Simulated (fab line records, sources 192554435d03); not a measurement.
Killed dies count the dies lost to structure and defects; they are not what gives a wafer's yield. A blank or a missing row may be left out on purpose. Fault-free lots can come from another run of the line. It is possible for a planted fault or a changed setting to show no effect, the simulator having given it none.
What tool caused it? | flow n5 finfet | 8 lots with 24 wafers sampled at 5 steps, on a route of 1938 steps

## WHAT EACH GAUGE READ, for each wafer
N5_BEOL_M4_RC_MEAS_101. Usual: DIBL_N 36.4 mV/V, standard deviation 2.7; DIBL_P 36 mV/V, standard deviation 3.2; IOFF_N 0.16 nA/um, standard deviation 0.046; IOFF_P 0.21 nA/um, standard deviation 0.055; ION_N 677 uA/um, standard deviation 15; ION_P 464 uA/um, standard deviation 11; SS_N 71.5 mV/dec, standard deviation 0.79; SS_P 73.3 mV/dec, standard deviation 0.93; VT_N 250 mV, standard deviation 4.1; VT_P -251 mV, standard deviation 4.4.
lot  | measured     | on        | DIBL_N (mV/V)  | DIBL_P (mV/V) | IOFF_N (nA/um) | IOFF_P (nA/um) | ION_N (uA/um) | ION_P (uA/um) | SS_N (mV/dec)  | SS_P (mV/dec)  | VT_N (mV)   | VT_P (mV)      | flag
L739 | day 8 21:05  | prober-01 | 38.3 37.2 35.4 | 40 38 36      | 0.22 0.19 0.16 | 0.36 0.28 0.26 | 695 691 682   | 487 478 481   | 72.9 72.2 72.0 | 73.0 73.6 73.0 | 242 245 248 | -239 -242 -243 |
L740 | day 9 14:45  | prober-02 | 31.4 36.5 35.3 | 29 36 34      | 0.09 0.17 0.14 | 0.13 0.21 0.18 | 648 691 677   | 452 470 463   | 69.9 71.7 71.3 | 71.0 72.6 72.5 | 256 246 252 | -257 -249 -253 |
L748 | day 11 09:40 | prober-02 | 35.0 33.4 32.7 | 36 34 33      | 0.17 0.15 0.13 | 0.21 0.20 0.17 | 704 691 668   | 478 471 460   | 71.3 70.3 70.5 | 73.8 72.8 72.9 | 246 246 249 | -248 -248 -253 |
L752 | day 12 02:02 | prober-01 | 36.6 40.7 37.0 | 38 43 40      | 0.16 0.25 0.16 | 0.19 0.26 0.21 | 692 694 668   | 463 461 454   | 71.7 72.5 70.8 | 73.7 74.8 73.7 | 248 247 254 | -253 -250 -254 |
L753 | day 12 21:01 | prober-01 | 40.7 42.5 36.0 | 40 44 35      | 0.20 0.25 0.13 | 0.23 0.31 0.17 | 690 694 677   | 462 476 467   | 72.2 72.7 70.9 | 73.8 75.2 72.6 | 249 246 253 | -250 -247 -253 |
L754 | day 12 22:44 | prober-02 | 34.7 37.8 34.3 | 35 41 36      | 0.13 0.18 0.12 | 0.14 0.22 0.16 | 667 671 658   | 445 450 445   | 71.0 72.3 71.2 | 72.4 73.9 72.7 | 255 251 254 | -255 -253 -258 |
L757 | day 14 04:37 | prober-02 | 36.8 37.1 37.0 | 37 38 38      | 0.19 0.20 0.17 | 0.23 0.23 0.23 | 697 694 673   | 475 466 466   | 71.2 71.2 71.6 | 72.9 73.8 74.1 | 246 246 247 | -248 -253 -251 |
L759 | day 14 07:26 | prober-01 | 28.6 32.5 32.1 | 29 32 33      | 0.06 0.11 0.11 | 0.09 0.12 0.13 | 633 658 677   | 435 440 462   | 70.3 71.0 70.6 | 70.7 71.9 71.7 | 264 256 253 | -265 -259 -259 |

## WHICH TOOL RAN EACH LOT (tool, then ch and the chambers of the sampled wafers, then the start)
lot  | N5_HKMG_FIN_PWFM_ALD_03            | N5_HKMG_FIN_ETCH_31               | N5_HKMG_FIN_STRIP_34              | N5_HKMG_FIN_STRIP_92
L739 | ald metal-02 ch 0,1,2, day 4 19:41 | rie diel-04 ch 1,2, day 4 20:46   | rie diel-04 ch 1,2, day 4 21:01   | rie diel-04 ch 1,2, day 4 21:10
L740 | ald metal-03 ch 0,1,3, day 5 04:38 | rie diel-06 ch 0,2,3, day 5 05:36 | rie diel-06 ch 0,2,3, day 5 05:50 | rie diel-06 ch 0,2,3, day 5 06:01
L748 | ald metal-04 ch 0,1, day 7 00:47   | rie diel-06 ch 1,2,3, day 7 02:07 | rie diel-06 ch 1,2,3, day 7 02:22 | rie diel-06 ch 1,2,3, day 7 02:32
L752 | ald metal-02 ch 0,1,2, day 8 01:15 | rie diel-01 ch 0,2,3, day 8 02:13 | rie diel-01 ch 0,2,3, day 8 02:27 | rie diel-01 ch 0,2,3, day 8 02:37
L753 | ald metal-04 ch 1,2,3, day 8 08:01 | rie diel-01 ch 0,2,3, day 8 08:58 | rie diel-01 ch 0,2,3, day 8 09:13 | rie diel-01 ch 0,2,3, day 8 09:23
L754 | ald metal-04 ch 1,2, day 8 14:31   | rie diel-04 ch 0,1,2, day 8 15:29 | rie diel-04 ch 0,1,2, day 8 15:44 | rie diel-04 ch 0,1,2, day 8 15:54
L757 | ald metal-04 ch 1,2,3, day 9 14:03 | rie diel-01 ch 0,1,2, day 9 15:04 | rie diel-01 ch 0,1,2, day 9 15:19 | rie diel-01 ch 0,1,2, day 9 15:29
L759 | ald metal-03 ch 1,2,3, day 9 19:42 | rie diel-04 ch 0,2,3, day 9 20:32 | rie diel-04 ch 0,2,3, day 9 20:47 | rie diel-04 ch 0,2,3, day 9 20:57
- N5_HKMG_FIN_PWFM_ALD_03: deposits TiN, target thk 2 nm, pulse time 1 s, purge time 3 s.
- N5_HKMG_FIN_ETCH_31: etches SiARC in CF4, target depth 45.5 nm, time 75.8 s.
- N5_HKMG_FIN_STRIP_34: strips in CF4.
- N5_HKMG_FIN_STRIP_92: strips SOC in N2/H2, time 20 s.

## WHAT THE TOOLS THEMSELVES READ (means of the sampled wafers that have a number; where no wafer has one, the mark that the record gives instead)
N5_HKMG_FIN_PWFM_ALD_03. Usual: heater power w 862 W, standard deviation 82; precursor pulse height rel 0.997, standard deviation 0.019.
lot  | tool         | heater power w (W) | precursor pulse height rel | flag
L739 | ald metal-02 | 754                | 1.007                      |
L740 | ald metal-03 | 876                | 0.995                      |
L748 | ald metal-04 | 859                | 1.026                      |
L752 | ald metal-02 | 745                | 0.996                      |
L753 | ald metal-04 | 905                | 1.006                      |
L754 | ald metal-04 | 946                | 1.007                      |
L757 | ald metal-04 | 908                | 0.997                      |
L759 | ald metal-03 | 891                | 0.987                      |

N5_HKMG_FIN_ETCH_31. Usual: cf4 flow sccm 100.00 sccm, standard deviation 0.29; drypump motor current A 5.6 A, standard deviation 0.4; etch rf on time s 75.3 s, standard deviation 2.2; oes product au 0.68 a.u., standard deviation 0.071; rf vpp V 184.1 V, standard deviation 1.1; showerhead plenum p Torr 2.14 Torr, standard deviation 0.062; throttle valve pct 15.55 %, standard deviation 0.19.
lot  | tool        | cf4 flow sccm (sccm) | drypump motor current A (A) | etch rf on time s (s) | oes product au (a.u.) | rf vpp V (V) | showerhead plenum p Torr (Torr) | throttle valve pct (%) | flag
L739 | rie diel-04 | 100.17               | 5.9                         | 77.3                  | 0.60                  | 184.0        | 2.18                            | 15.69                  |
L740 | rie diel-06 | 99.82                | 5.4                         | 74.1                  | 0.73                  | 185.1        | 2.17                            | 15.46                  |
L748 | rie diel-06 | 100.09               | 5.7                         | 84.3                  | 0.73                  | 185.3        | 2.18                            | 15.45                  | OFF
L752 | rie diel-01 | 100.06               | 5.6                         | 74.1                  | 0.69                  | 184.8        | 2.14                            | 15.54                  |
L753 | rie diel-01 | 100.13               | 5.6                         | 75.2                  | 0.68                  | 183.9        | 2.14                            | 15.53                  |
L754 | rie diel-04 | 99.67                | 6.0                         | 77.1                  | 0.61                  | 184.2        | 2.13                            | 15.60                  |
L757 | rie diel-01 | 100.06               | 5.4                         | 73.8                  | 0.68                  | 183.7        | 2.14                            | 15.61                  |
L759 | rie diel-04 | 100.22               | 5.7                         | 76.2                  | 0.65                  | 183.6        | 2.09                            | 15.50                  |

N5_HKMG_FIN_STRIP_34. Usual: cf4 flow sccm 150.1 sccm, standard deviation 0.45; drypump motor current A 5.6 A, standard deviation 0.4; oes product au 0.79 a.u., standard deviation 0.076; rf vpp V 271.1 V, standard deviation 1.5; showerhead plenum p Torr 1.80 Torr, standard deviation 0.053; throttle valve pct 13.53 %, standard deviation 0.19.
lot  | tool        | cf4 flow sccm (sccm) | drypump motor current A (A) | oes product au (a.u.) | rf vpp V (V) | showerhead plenum p Torr (Torr) | throttle valve pct (%) | flag
L739 | rie diel-04 | 149.9                | 5.9                         | 0.70                  | 271.2        | 1.82                            | 13.67                  |
L740 | rie diel-06 | 149.8                | 5.3                         | 0.84                  | 271.4        | 1.82                            | 13.42                  |
L748 | rie diel-06 | 150.3                | 5.7                         | 0.88                  | 272.3        | 1.83                            | 13.43                  |
L752 | rie diel-01 | 150.0                | 5.7                         | 0.79                  | 271.1        | 1.80                            | 13.53                  |
L753 | rie diel-01 | 150.2                | 5.7                         | 0.79                  | 271.4        | 1.80                            | 13.54                  |
L754 | rie diel-04 | 149.9                | 5.9                         | 0.72                  | 271.1        | 1.79                            | 13.59                  |
L757 | rie diel-01 | 150.1                | 5.4                         | 0.78                  | 270.8        | 1.79                            | 13.59                  |
L759 | rie diel-04 | 149.7                | 5.7                         | 0.76                  | 269.8        | 1.75                            | 13.49                  |

N5_HKMG_FIN_STRIP_92. Usual: drypump motor current A 5.6 A, standard deviation 0.41; oes product au 0.80 a.u., standard deviation 0.086; rf vpp V 54.2 V, standard deviation 0.89; showerhead plenum p Torr 3.37 Torr, standard deviation 0.11; temp c 40.00 C, standard deviation 0.12; throttle valve pct 19.0 %, standard deviation 0.46.
lot  | tool        | drypump motor current A (A) | oes product au (a.u.) | rf vpp V (V) | showerhead plenum p Torr (Torr) | temp c (C) | throttle valve pct (%) | flag
L739 | rie diel-04 | 5.9                         | 0.70                  | 54.1         | 3.44                            | 39.97      | 19.3                   |
L740 | rie diel-06 | 5.4                         | 0.86                  | 54.6         | 3.40                            | 40.06      | 18.9                   |
L748 | rie diel-06 | 5.7                         | 0.91                  | 55.4         | 3.43                            | 39.90      | 18.9                   |
L752 | rie diel-01 | 5.6                         | 0.80                  | 54.4         | 3.38                            | 39.99      | 19.2                   |
L753 | rie diel-01 | 5.7                         | 0.80                  | 54.9         | 3.38                            | 39.96      | 19.2                   |
L754 | rie diel-04 | 6.0                         | 0.71                  | 53.8         | 3.35                            | 40.01      | 19.1                   |
L757 | rie diel-01 | 5.4                         | 0.79                  | 53.2         | 3.36                            | 40.01      | 19.0                   |
L759 | rie diel-04 | 5.7                         | 0.76                  | 54.3         | 3.28                            | 40.08      | 18.8                   |

## THE ANSWER, worked out from the rows above alone
Rule: a lot counts as off when the mean over its wafers that have a number is more than 3 standard deviations away from the usual mean. A lot without any number at a reading at which 4 lots or more have one is off too. Where the step has rows for the other lots, those lots are counted as sound. After the gauges, taken in route order, come the tools' own readings; for these a lot's mean is taken, as printed above. At the first step where some lot is off, the reading lying furthest off is the one used; lots without a number count as furthest.
Off: L748, at N5_HKMG_FIN_ETCH_31 (etch rf on time s).
A tool fits if, at that step or a process step before it, it ran every lot that is off, and no sound lot after the first of them. One fits: N5_HKMG_FIN_ETCH_31 on rie diel-06. Its last sound lot is L740 (day 5 05:36), its first lot that is off L748 (day 7 02:07): a fault that began between those two fits.
On the lots that are off, the tool's own readings at N5_HKMG_FIN_ETCH_31 differ by more than 5 times the standard deviation of the sound lots' means, which bears it out; etch rf on time s reads 84.3 s there versus 75.4 s on the sound lots.

## WHAT THE SIMULATOR HAD PUT IN
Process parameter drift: rie diel-06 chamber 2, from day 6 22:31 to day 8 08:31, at N5_HKMG_FIN_ETCH_31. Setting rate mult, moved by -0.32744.
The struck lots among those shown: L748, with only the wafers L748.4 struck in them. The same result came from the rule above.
